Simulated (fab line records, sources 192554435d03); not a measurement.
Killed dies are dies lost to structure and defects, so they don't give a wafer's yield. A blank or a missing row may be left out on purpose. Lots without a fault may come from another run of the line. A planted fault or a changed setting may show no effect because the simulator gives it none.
One fault seen from 2 desks | flow n5_finfet | each desk has only its own numbers; what lay behind them comes last

THE METROLOGY DESK
What the gauges read, lot by lot, whatever tool the lot ran on: means of the sampled wafers that have a number. A lot is out of limits, marked OUT, if its mean lies more than 4 standard deviations from the usual mean; the brackets give that distance. Of its 11 readings 7 are shown: the one that was out of limits first, and those that lie furthest out on some lot.
Columns: A = M4_ILD_THK at N5_BEOL_M4_THK_MEAS_01, usual 78.9 nm; B = DIBL_N at N5_BEOL_M4_RC_MEAS_101, usual 36.1 mV/V; C = DIBL_P at N5_BEOL_M4_RC_MEAS_101, usual 35.8 mV/V; D = IOFF_N at N5_BEOL_M4_RC_MEAS_101, usual 0.157 nA/um; E = IOFF_P at N5_BEOL_M4_RC_MEAS_101, usual 0.21 nA/um; F = ION_P at N5_BEOL_M4_RC_MEAS_101, usual 465 uA/um; G = SS_P at N5_BEOL_M4_RC_MEAS_101, usual 73.2 mV/dec
lot  | first seen here | A               | B    | C    | D     | E    | F   | G
L805 | day 9 02:47     | 77.9            | 36.8 | 35.5 | 0.178 | 0.22 | 464 | 73.7
L806 | day 9 05:24     | 79.2            | 34.3 | 32.6 | 0.125 | 0.17 | 465 | 72.7
L807 | day 9 06:02     | 78.1            | 36.9 | 35.0 | 0.166 | 0.23 | 467 | 73.2
L808 | day 9 07:20     | 78.7            | 37.5 | 36.9 | 0.202 | 0.25 | 466 | 74.3
L809 | day 10 02:04    | 78.4            | 35.1 | 34.6 | 0.137 | 0.17 | 452 | 72.9
L810 | day 10 05:07    | 80.3            | 35.7 | 35.3 | 0.139 | 0.22 | 465 | 73.0
L817 | day 11 21:55    | 99.1 (+18) OUT  | 33.1 | 32.6 | 0.122 | 0.16 | 463 | 72.8
L820 | day 12 06:11    | 100.8 (+20) OUT | 35.8 | 35.8 | 0.139 | 0.21 | 464 | 73.7
L825 | day 13 23:00    | 79.0            | 37.3 | 38.1 | 0.194 | 0.24 | 473 | 73.7
L826 | day 14 07:49    | 79.0            | 37.3 | 37.9 | 0.178 | 0.24 | 473 | 73.6
This desk's finding: out of limits on L817, L820; first on L817, day 11 21:55 (M4_ILD_THK at N5_BEOL_M4_THK_MEAS_01). In limits: L805, L806, L807, L808, L809, L810, L825, L826.

THE TOOL OWNER'S DESK: pecvd-04
The tool's own readings at N5_BEOL_M4_ILD_DEP_00 (deposits SiOC from DEMS/O2, target thk 79 nm, time 15.3 s): means of the sampled wafers that have a number, for each lot that ran on this tool. A lot is out of limits, marked OUT, if its mean lies more than 4 standard deviations from the usual mean; the brackets give that distance.
Columns: A = heater_power_w at N5_BEOL_M4_ILD_DEP_00, usual 470 W; B = showerhead_plenum_p_Torr at N5_BEOL_M4_ILD_DEP_00, usual 5.689 Torr; C = throttle_valve_pct at N5_BEOL_M4_ILD_DEP_00, usual 12.2 %
lot  | first seen here | A   | B     | C
L805 | day 9 02:43     | 484 | 5.697 | 11.9
L807 | day 9 05:58     | 446 | 5.681 | 11.6
L809 | day 10 01:59    | 449 | 5.695 | 12.3
L817 | day 11 21:51    | 428 | 5.677 | 11.6
L820 | day 12 06:07    | 496 | 5.687 | 11.8
This desk's finding: nothing out of limits on any of the 5 lots.

PUT TOGETHER
The metrology desk could have raised an alarm at day 11 21:55, on L817, L820.
The tool owner's desk saw nothing out of limits.
The tool owner's desk has L817, L820 on record, within its limits.
Of the lots named, all ran N5_BEOL_M4_ILD_DEP_00 on pecvd-04.

WHAT THE SIMULATOR HAD PUT IN
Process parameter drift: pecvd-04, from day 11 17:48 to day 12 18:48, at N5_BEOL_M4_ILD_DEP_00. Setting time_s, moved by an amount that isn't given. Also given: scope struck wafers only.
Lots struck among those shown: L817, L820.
Hours from the fault's start to each desk's first reading out of limits: the metrology desk, 4.
